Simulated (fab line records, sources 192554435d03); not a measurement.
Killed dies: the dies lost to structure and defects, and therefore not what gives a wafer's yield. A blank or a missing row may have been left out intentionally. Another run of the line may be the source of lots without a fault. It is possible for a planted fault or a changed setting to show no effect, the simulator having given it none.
8D (eight disciplines) problem report, filled in by code || flow n5Finfet || the parts of the form that need people (team, actions taken, sign-off) are left out

## 1. WHAT IS WRONG
oesProductAu at N5_DUMMY_GATE_ETCH_32 reads a mean of 0.787 a.u. on 5 wafers of 3 lots; wafers without a fault read 0.997 a.u. with a standard deviation of 0.021. Measured from the usual mean, that is -10 standard deviations.
The step: etches SiO2 in CF4, target depth 3.5 nm, time 3.9 s.
Seen first at day 4 15:44 on rieSi-06, wafer L301.3. The record has a number at this step for 18 wafers belonging to 7 lots. Rule for "out" (also "out of limits"): further than 4 standard deviations from the usual mean. The other wafers with a number count as sound.

## 2. WHAT IT IS, WHAT IT ISN'T
{"question": "which readings at this step", "is": "oesProductAu", "is not": "chamberPressureMTorr, drypumpMotorCurrentA, throttleValvePct"}
{"question": "which lots", "is": "L301, L302, L303", "is not": "L299, L312, L316, L317"}
{"question": "which wafers of those lots", "is": "L301.3, L301.6, L302.3, L302.6, L303.6", "is not": "L303.5"}
{"question": "read on which tools", "is": "rieSi-06", "is not": "rieSi-04"}
{"question": "when", "is": "from day 4 15:44", "is not": "up to then (3 sound wafers); but 10 sound wafers of L303, L312, L316, L317 came after"}

## 3. WHAT RULES OUT EACH SUSPECT
Counting: any tool at a process step up to the reading remains a suspect provided it ran every lot that is out. Sound lots after the first of them don't rule it out here, since some wafers of a struck lot are sound.
- rieSi-06 at N5_DUMMY_GATE_ETCH_32 (etches SiO2 in CF4, target depth 3.5 nm, time 3.9 s): kept. It ran every lot that is out, first L301 (day 4 15:44); its last sound lot up to then is L299 (day 4 05:38). On those wafers its own readings are out: oesProductAu.
- Within rieSi-06 at N5_DUMMY_GATE_ETCH_32: the wafers that are out ran in chambers 0, 2; their sound lot-mates ran in chamber 3.
After counting, what remains is rieSi-06 at N5_DUMMY_GATE_ETCH_32.

## 4. THE CAUSE (what the simulator had put in)
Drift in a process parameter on rieSi-06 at N5_DUMMY_GATE_ETCH_32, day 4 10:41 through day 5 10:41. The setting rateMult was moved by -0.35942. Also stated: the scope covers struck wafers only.
After counting, this tool was the only one left.

## 5. THE EFFECT CHAIN, in route order
Each row: a reading where the mean over the struck wafers with a number is more than 3 standard deviations away from the usual. Scope: only readings with a usual standard deviation given in the record; hours: median across lots of the time from each lot's start at the first step in this table that gives one to its start at this step; sigmas: change in usual standard deviations.
{"hours": 0, "step": "N5_DUMMY_GATE_ETCH_32", "reading": "oesProductAu", "usual": "0.997 a.u.", "on struck wafers": 0.787, "change": -0.210, "sigmas": -10}
Here are the process steps it includes:
- N5_DUMMY_GATE_ETCH_32: etches SiO2 in CF4, target depth 3.5 nm, time 3.9 s.
Later steps that measure or inspect, where all struck wafers having a row at the step show a number for every such reading and not one has moved that far: N5_DUMMY_GATE_CD_MEAS_24, N5_BEOL_M4_RC_MEAS_101.

## 6. HOW IT WOULD HAVE BEEN CAUGHT EARLIER
The fault began at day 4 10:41; the first out-of-limits reading in this record came at day 4 15:44, 5 hours later.
